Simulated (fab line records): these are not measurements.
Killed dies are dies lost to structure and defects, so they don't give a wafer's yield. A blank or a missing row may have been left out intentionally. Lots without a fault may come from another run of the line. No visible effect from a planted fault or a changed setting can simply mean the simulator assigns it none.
What tool caused it?    flow nand-harc    24 lots with 72 wafers sampled at 6 steps, on a route of 1302 steps

WHAT EACH GAUGE READ, for each wafer
The record holds no reading of a measuring or inspecting step that can be judged against a usual standard deviation.

WHICH TOOL RAN EACH LOT (tool, then ch and the chambers of the sampled wafers, then the start)
lot   NHARC_A_STAIRCASE_STRIP_238           NHARC_A_STAIRCASE_DESCUM_270        NHARC_A_STAIRCASE_HM_DEP_459   NHARC_A_STAIRCASE_DEP_151        NHARC_A_SGD_CUT_ETCH_59         NHARC_A_SGD_CUT_STRIP_17
L075  plasma-asher-01 ch 0,1, day 16 19:01  rie-diel-02 ch 0,1,2, day 17 01:26  acl-dep-01 ch 0, day 17 04:51  pecvd-01 ch 0,1,2, day 18 08:37  rie-diel-05 ch 0,2,3, no start  rie-diel-05 ch 0,1,2, no start
L074  plasma-asher-02 ch 0,1, day 17 05:41  rie-diel-06 ch 1,2, day 17 13:23    acl-dep-03 ch 0, day 17 18:06  pecvd-01 ch 0,1,2, day 18 21:06  rie-diel-12 ch 2,3, no start    rie-diel-12 ch 0,2,3, no start
L077  plasma-asher-02 ch 0,1, day 17 07:40  rie-diel-06 ch 0,1,2, day 17 15:56  acl-dep-02 ch 0, day 17 19:36  pecvd-02 ch 0,1,2, day 18 20:55  rie-diel-09 ch 0,3, no start    rie-diel-09 ch 0,3, no start
L076  plasma-asher-02 ch 0,1, day 17 08:50  rie-diel-04 ch 0,2, day 17 17:01    acl-dep-01 ch 0, day 17 21:30  pecvd-04 ch 0,2, day 18 20:49    rie-diel-12 ch 0,2, no start    rie-diel-12 ch 0,2, no start
L078  plasma-asher-01 ch 0,1, day 17 19:26  rie-diel-06 ch 1,2, day 18 03:32    acl-dep-01 ch 0, day 18 06:39  pecvd-04 ch 0,2, day 19 05:41    rie-diel-09 ch 0,3, no start    rie-diel-09 ch 0,3, no start
L079  plasma-asher-02 ch 0,1, day 17 20:22  rie-diel-02 ch 1,3, day 18 05:18    acl-dep-01 ch 0, day 18 08:30  pecvd-02 ch 1,2, day 19 09:16    rie-diel-05 ch 2,3, no start    rie-diel-05 ch 1,2,3, no start
L080  plasma-asher-01 ch 0,1, day 18 12:47  rie-diel-02 ch 0,2,3, day 18 19:49  acl-dep-01 ch 0, day 19 00:11  pecvd-02 ch 0,1,2, day 20 00:05  rie-diel-12 ch 1,2, no start    rie-diel-12 ch 0,1,2, no start
L081  plasma-asher-02 ch 0,1, day 19 09:52  rie-diel-02 ch 1,2, day 19 14:55    acl-dep-01 ch 0, day 19 19:04  pecvd-04 ch 0,2, day 20 19:26    rie-diel-12 ch 0,1, no start    rie-diel-12 ch 0,2, no start
L083  plasma-asher-02 ch 0,1, day 20 01:01  rie-diel-04 ch 1,2, day 20 08:46    acl-dep-02 ch 0, day 20 18:16  pecvd-02 ch 0,1,2, day 21 16:53  rie-diel-09 ch 1,2,3, no start  rie-diel-09 ch 2,3, no start
L082  plasma-asher-01 ch 0,1, day 20 01:59  rie-diel-06 ch 0,2, day 20 10:26    acl-dep-03 ch 0, day 20 17:01  pecvd-04 ch 0,2, day 21 16:42    rie-diel-05 ch 0,2,3, no start  rie-diel-05 ch 0,2,3, no start
L085  plasma-asher-02 ch 0,1, day 20 17:13  rie-diel-04 ch 0,1,2, day 20 23:17  acl-dep-01 ch 0, day 21 05:55  pecvd-04 ch 0,2, day 22 05:25    rie-diel-12 ch 0,3, no start    rie-diel-12 ch 2,3, no start
L086  plasma-asher-02 ch 0, day 20 17:49    rie-diel-02 ch 1,2, day 21 00:23    acl-dep-02 ch 0, day 21 05:21  pecvd-01 ch 0,2, day 22 05:19    rie-diel-05 ch 0,1, no start    rie-diel-05 ch 0,2,3, no start
L084  plasma-asher-02 ch 0,1, day 20 22:46  rie-diel-02 ch 0,2, day 21 04:06    acl-dep-01 ch 0, day 21 09:31  pecvd-04 ch 0,1,2, day 22 08:27  rie-diel-09 ch 0,3, no start    rie-diel-09 ch 0,2, no start
L087  plasma-asher-02 ch 0,1, day 22 06:13  rie-diel-04 ch 0,2,3, day 22 11:35  acl-dep-01 ch 0, day 22 17:25  pecvd-02 ch 0,1,2, day 23 19:25  rie-diel-12 ch 0,3, no start    rie-diel-12 ch 0,3, no start
L088  plasma-asher-01 ch 0,1, day 22 06:58  rie-diel-04 ch 0,1,3, day 22 13:17  acl-dep-03 ch 0, day 22 21:45  pecvd-02 ch 0,1,2, day 24 02:56  rie-diel-12 ch 0,2,3, no start  rie-diel-12 ch 1,2,3, no start
L090  plasma-asher-01 ch 0,1, day 22 14:43  rie-diel-04 ch 1,2,3, day 23 02:03  acl-dep-02 ch 0, day 23 05:58  pecvd-04 ch 1,2, day 24 07:33    rie-diel-05 ch 1,2,3, no start  rie-diel-05 ch 1,2,3, no start
L089  plasma-asher-02 ch 0,1, day 22 17:16  rie-diel-06 ch 1,2,3, day 23 03:27  acl-dep-02 ch 0, day 23 08:07  pecvd-01 ch 1,2, day 24 12:51    rie-diel-05 ch 1,2,3, no start  rie-diel-05 ch 0,1,2, no start
L091  plasma-asher-01 ch 0,1, day 23 23:23  rie-diel-04 ch 0,1,2, day 24 07:53  acl-dep-02 ch 0, day 24 11:31  pecvd-01 ch 0,2, day 25 11:52    rie-diel-05 ch 1,3, no start    rie-diel-05 ch 1,3, no start
L093  plasma-asher-02 ch 0,1, day 24 04:13  rie-diel-04 ch 0,1,2, day 24 11:22  acl-dep-02 ch 0, day 24 14:41  pecvd-02 ch 0,1,2, day 25 11:41  rie-diel-09 ch 1,3, no start    rie-diel-09 ch 0,1,2, no start
L092  plasma-asher-01 ch 0,1, day 24 04:34  rie-diel-02 ch 0,1,3, day 24 12:29  acl-dep-01 ch 0, day 24 16:45  pecvd-01 ch 0,1,2, day 25 15:50  rie-diel-05 ch 1,2, no start    rie-diel-05 ch 1,2, no start
L094  plasma-asher-01 ch 0,1, day 24 08:52  rie-diel-04 ch 0,2,3, day 24 14:25  acl-dep-01 ch 0, day 24 18:52  pecvd-04 ch 1,2, day 25 16:02    rie-diel-05 ch 1,2,3, no start  rie-diel-05 ch 1,2, no start
L095  plasma-asher-01 ch 0,1, day 24 22:32  rie-diel-04 ch 1,2, day 25 04:27    acl-dep-02 ch 0, day 25 08:53  pecvd-04 ch 0,1,2, day 26 14:26  rie-diel-05 ch 1,2,3, no start  rie-diel-05 ch 0,1,2, no start
L096  plasma-asher-01 ch 0,1, day 25 17:18  rie-diel-02 ch 1,2, day 25 23:23    acl-dep-02 ch 0, day 26 07:05  pecvd-02 ch 0,1, day 27 17:02    rie-diel-05 ch 2,3, no start    rie-diel-05 ch 0,1,2, no start
L097  plasma-asher-02 ch 1, day 25 18:51    rie-diel-02 ch 0,2,3, day 26 03:57  acl-dep-01 ch 0, day 26 14:01  pecvd-01 ch 1,2, day 27 16:47    rie-diel-12 ch 1,3, no start    rie-diel-12 ch 0,1,2, no start
- NHARC_A_STAIRCASE_STRIP_238: strips in O2.
- NHARC_A_STAIRCASE_DESCUM_270: chemistry O2, time 3 s.
- NHARC_A_STAIRCASE_HM_DEP_459: deposits aC, target thk 1500 nm.
- NHARC_A_STAIRCASE_DEP_151: deposits SiO2, target thk 7200 nm.
- NHARC_A_SGD_CUT_ETCH_59: etches the open film in N2/H2, target depth 260 nm, time 406.25 s.
- NHARC_A_SGD_CUT_STRIP_17: strips in O2.

WHAT THE TOOLS THEMSELVES READ (means of the sampled wafers that have a number; where no wafer has one, the mark that the record gives instead)
NHARC_A_STAIRCASE_STRIP_238. Usual: drypump-motor-current-A 5.7 A, standard deviation 0.45; heater-power-w 340 W, standard deviation 18.
lot   tool             drypump-motor-current-A (A)  heater-power-w (W)  flag
L075  plasma-asher-01  6.1                          323                 
L074  plasma-asher-02  5.5                          350                 
L077  plasma-asher-02  5.3                          343                 
L076  plasma-asher-02  5.5                          348                 
L078  plasma-asher-01  6.1                          319                 
L079  plasma-asher-02  5.3                          341                 
L080  plasma-asher-01  6.1                          317                 
L081  plasma-asher-02  5.5                          355                 
L083  plasma-asher-02  5.5                          358                 
L082  plasma-asher-01  6.2                          332                 
L085  plasma-asher-02  5.3                          344                 
L086  plasma-asher-02  5.7                          368                 
L084  plasma-asher-02  5.5                          358                 
L087  plasma-asher-02  5.3                          341                 
L088  plasma-asher-01  6.1                          335                 
L090  plasma-asher-01  6.1                          324                 
L089  plasma-asher-02  5.3                          344                 
L091  plasma-asher-01  6.1                          328                 
L093  plasma-asher-02  5.5                          363                 
L092  plasma-asher-01  6.1                          333                 
L094  plasma-asher-01  6.1                          327                 
L095  plasma-asher-01  6.1                          334                 
L096  plasma-asher-01  6.2                          332                 
L097  plasma-asher-02  5.1                          335                 

NHARC_A_STAIRCASE_DESCUM_270. Usual: drypump-motor-current-A 5.95 A, standard deviation 0.22; o2-flow-sccm 200.0 sccm, standard deviation 0.58; oes-product-au 0.999 a.u., standard deviation 0.0097; rf-vpp-V 57.4 V, standard deviation 0.92; showerhead-plenum-p-Torr 1.85 Torr, standard deviation 0.087; throttle-valve-pct 11.310 %, standard deviation 0.0094.
lot   tool         drypump-motor-current-A (A)  o2-flow-sccm (sccm)  oes-product-au (a.u.)  rf-vpp-V (V)  showerhead-plenum-p-Torr (Torr)  throttle-valve-pct (%)  flag
L075  rie-diel-02  5.94                         200.1                0.999                  57.9          1.85                             11.301                  
L074  rie-diel-06  6.09                         199.8                1.003                  57.6          1.93                             11.310                  
L077  rie-diel-06  5.81                         200.1                1.002                  58.6          1.91                             11.311                  
L076  rie-diel-04  5.99                         199.6                0.990                  58.0          1.81                             11.316                  
L078  rie-diel-06  6.16                         199.6                0.992                  57.8          1.89                             11.307                  
L079  rie-diel-02  5.90                         199.3                1.001                  56.6          1.82                             11.315                  
L080  rie-diel-02  6.04                         200.3                1.001                  57.8          1.84                             11.314                  
L081  rie-diel-02  5.89                         200.4                1.005                  57.4          1.86                             11.311                  
L083  rie-diel-04  6.09                         200.1                0.990                  57.2          1.82                             11.310                  
L082  rie-diel-06  5.86                         200.0                0.982                  58.0          1.86                             11.311                  
L085  rie-diel-04  5.90                         200.8                0.997                  56.8          1.81                             11.320                  
L086  rie-diel-02  5.90                         199.7                1.008                  57.5          1.85                             11.313                  
L084  rie-diel-02  5.99                         200.4                1.005                  56.8          1.83                             11.304                  
L087  rie-diel-04  5.96                         200.2                0.988                  57.5          1.79                             11.311                  
L088  rie-diel-04  5.90                         199.3                1.005                  56.9          1.79                             11.312                  
L090  rie-diel-04  6.06                         199.9                0.995                  57.9          1.80                             11.327                  
L089  rie-diel-06  6.00                         200.3                0.995                  57.7          1.95                             11.308                  
L091  rie-diel-04  5.89                         199.8                1.010                  57.1          1.80                             11.312                  
L093  rie-diel-04  5.91                         200.5                1.003                  57.2          1.80                             11.308                  
L092  rie-diel-02  5.94                         199.5                0.995                  56.4          1.79                             11.312                  
L094  rie-diel-04  5.95                         200.0                1.002                  56.8          1.88                             11.316                  
L095  rie-diel-04  6.02                         199.4                1.005                  57.2          1.81                             11.312                  
L096  rie-diel-02  5.90                         199.2                0.999                  56.7          1.84                             11.305                  
L097  rie-diel-02  6.06                         200.3                0.995                  56.9          1.82                             11.305                  

NHARC_A_STAIRCASE_HM_DEP_459. Usual: throttle-valve-pct at 34.999 %, with a standard deviation of 0.0094.
lot   tool        throttle-valve-pct (%)  flag
L075  acl-dep-01  34.993                  
L074  acl-dep-03  34.998                  
L077  acl-dep-02  35.002                  
L076  acl-dep-01  35.006                  
L078  acl-dep-01  35.002                  
L079  acl-dep-01  34.994                  
L080  acl-dep-01  35.001                  
L081  acl-dep-01  35.004                  
L083  acl-dep-02  34.991                  
L082  acl-dep-03  35.008                  
L085  acl-dep-01  35.001                  
L086  acl-dep-02  34.990                  
L084  acl-dep-01  34.996                  
L087  acl-dep-01  35.001                  
L088  acl-dep-03  35.005                  
L090  acl-dep-02  34.992                  
L089  acl-dep-02  34.989                  
L091  acl-dep-02  35.009                  
L093  acl-dep-02  35.000                  
L092  acl-dep-01  34.997                  
L094  acl-dep-01  35.007                  
L095  acl-dep-02  35.000                  
L096  acl-dep-02  34.999                  
L097  acl-dep-01  35.002                  

NHARC_A_STAIRCASE_DEP_151. Usual: heater-power-w 670 W, standard deviation 94; mfc-precursor-sccm 199.9 sccm, standard deviation 0.57.
lot   tool      heater-power-w (W)  mfc-precursor-sccm (sccm)  flag
L075  pecvd-01  750                 200.1                      
L074  pecvd-01  706                 199.8                      
L077  pecvd-02  639                 200.2                      
L076  pecvd-04  658                 200.2                      
L078  pecvd-04  662                 199.7                      
L079  pecvd-02  646                 200.3                      
L080  pecvd-02  589                 199.6                      
L081  pecvd-04  643                 200.2                      
L083  pecvd-02  600                 199.7                      
L082  pecvd-04  714                 199.9                      
L085  pecvd-04  698                 199.5                      
L086  pecvd-01  664                 200.3                      
L084  pecvd-04  682                 200.3                      
L087  pecvd-02  630                 200.0                      
L088  pecvd-02  685                 199.5                      
L090  pecvd-04  717                 200.1                      
L089  pecvd-01  690                 199.8                      
L091  pecvd-01  632                 199.6                      
L093  pecvd-02  657                 199.9                      
L092  pecvd-01  691                 200.0                      
L094  pecvd-04  676                 200.1                      
L095  pecvd-04  617                 199.6                      
L096  pecvd-02  553                 200.6                      
L097  pecvd-01  663                 199.6                      

NHARC_A_SGD_CUT_ETCH_59. Usual: drypump-motor-current-A 5.5 A, standard deviation 0.41; oes-product-au 1.002 a.u., standard deviation 0.0098; rf-vpp-V 429.7 V, standard deviation 2.6; showerhead-plenum-p-Torr 2.01 Torr, standard deviation 0.087; throttle-valve-pct 14.172 %, standard deviation 0.0078.
lot   tool         drypump-motor-current-A (A)  oes-product-au (a.u.)  rf-vpp-V (V)  showerhead-plenum-p-Torr (Torr)  throttle-valve-pct (%)  flag
L075  rie-diel-05  5.2                          0.997                  430.4         2.03                             14.171                  
L074  rie-diel-12  5.7                          0.993                  428.8         1.98                             14.177                  
L077  rie-diel-09  6.1                          0.994                  426.5         1.93                             14.176                  
L076  rie-diel-12  5.6                          1.003                  430.4         2.03                             14.174                  
L078  rie-diel-09  5.9                          0.996                  428.2         1.94                             14.173                  
L079  rie-diel-05  5.0                          0.979                  429.6         2.01                             14.176                  
L080  rie-diel-12  5.5                          0.999                  432.5         2.10                             14.173                  
L081  rie-diel-12  5.5                          1.008                  428.8         1.99                             14.169                  
L083  rie-diel-09  6.3                          1.007                  430.0         2.05                             14.176                  
L082  rie-diel-05  5.2                          0.995                  430.9         2.02                             14.166                  
L085  rie-diel-12  5.6                          1.011                  427.5         1.92                             14.172                  
L086  rie-diel-05  5.4                          1.015                  428.8         1.98                             14.172                  
L084  rie-diel-09  6.1                          1.010                  426.7         1.92                             14.172                  
L087  rie-diel-12  5.7                          1.000                  426.6         1.92                             14.173                  
L088  rie-diel-12  5.6                          0.997                  429.2         1.97                             14.168                  
L090  rie-diel-05  5.2                          1.000                  429.6         2.02                             14.170                  
L089  rie-diel-05  5.2                          1.005                  429.8         2.02                             14.169                  
L091  rie-diel-05  5.1                          0.998                  428.8         1.96                             14.162                  
L093  rie-diel-09  6.1                          1.003                  430.6         2.05                             14.172                  
L092  rie-diel-05  5.4                          1.009                  429.8         2.03                             14.176                  
L094  rie-diel-05  5.2                          1.008                  430.7         2.02                             14.172                  
L095  rie-diel-05  5.2                          1.010                  429.5         2.02                             14.165                  
L096  rie-diel-05  5.1                          1.014                  431.4         2.08                             14.171                  
L097  rie-diel-12  5.7                          0.994                  428.9         1.99                             14.175                  

NHARC_A_SGD_CUT_STRIP_17. Usual: drypump-motor-current-A 5.5 A, standard deviation 0.4; o2-flow-sccm 500.2 sccm, standard deviation 1.3; oes-product-au 1.002 a.u., standard deviation 0.0099; rf-vpp-V 57.6 V, standard deviation 0.93; showerhead-plenum-p-Torr 3.48 Torr, standard deviation 0.13; throttle-valve-pct 17.036 %, standard deviation 0.0082.
lot   tool         drypump-motor-current-A (A)  o2-flow-sccm (sccm)  oes-product-au (a.u.)  rf-vpp-V (V)  showerhead-plenum-p-Torr (Torr)  throttle-valve-pct (%)  flag
L075  rie-diel-05  5.4                          500.6                0.992                  58.0          3.52                             17.041                  
L074  rie-diel-12  5.6                          500.4                1.002                  57.0          3.43                             17.034                  
L077  rie-diel-09  6.2                          499.7                1.008                  57.7          3.35                             17.031                  
L076  rie-diel-12  5.6                          499.6                1.006                  57.7          3.51                             17.032                  
L078  rie-diel-09  5.9                          499.9                1.005                  56.8          3.38                             17.043                  
L079  rie-diel-05  5.2                          501.0                0.983                  58.0          3.51                             17.030                  
L080  rie-diel-12  5.5                          500.9                1.002                  58.4          3.54                             17.052                  
L081  rie-diel-12  5.5                          500.9                1.005                  57.7          3.42                             17.038                  
L083  rie-diel-09  6.4                          498.8                1.014                  57.3          3.42                             17.034                  
L082  rie-diel-05  5.2                          500.8                0.995                  58.1          3.50                             17.041                  
L085  rie-diel-12  5.6                          500.5                0.999                  57.3          3.51                             17.038                  
L086  rie-diel-05  5.2                          500.0                0.993                  58.1          3.50                             17.029                  
L084  rie-diel-09  6.0                          499.5                1.000                  56.9          3.48                             17.039                  
L087  rie-diel-12  5.6                          500.5                1.002                  57.7          3.34                             17.038                  
L088  rie-diel-12  5.6                          499.9                1.009                  58.6          3.54                             17.035                  
L090  rie-diel-05  5.2                          499.6                0.999                  57.6          3.51                             17.030                  
L089  rie-diel-05  5.4                          500.4                1.009                  58.1          3.52                             17.040                  
L091  rie-diel-05  5.1                          500.6                1.002                  58.1          3.41                             17.041                  
L093  rie-diel-09  6.1                          501.0                0.996                  57.5          3.56                             17.034                  
L092  rie-diel-05  5.4                          499.7                1.004                  58.1          3.61                             17.045                  
L094  rie-diel-05  5.4                          500.1                1.005                  57.6          3.52                             17.032                  
L095  rie-diel-05  5.4                          500.1                1.006                  57.6          3.52                             17.033                  
L096  rie-diel-05  5.4                          499.3                1.014                  57.7          3.52                             17.033                  
L097  rie-diel-12  5.5                          499.6                0.996                  57.6          3.54                             17.035                  

THE ANSWER, worked out from the rows above alone
Rule: a lot is off if the mean of its wafers that have a number lies more than 3 standard deviations from the usual mean. Also off: a lot with no number at a reading for which 4 or more lots have one. Where the step has rows for the other lots, those lots are counted as sound. After the gauges, taken in route order, come the tools' own readings; for these a lot's mean is taken, as printed above. At the first step where some lot is off, the reading lying furthest off is the one used; lots without a number count as furthest.
Across all readings shown, no lot is off: no conclusion can be drawn from this.

WHAT THE SIMULATOR PUT IN
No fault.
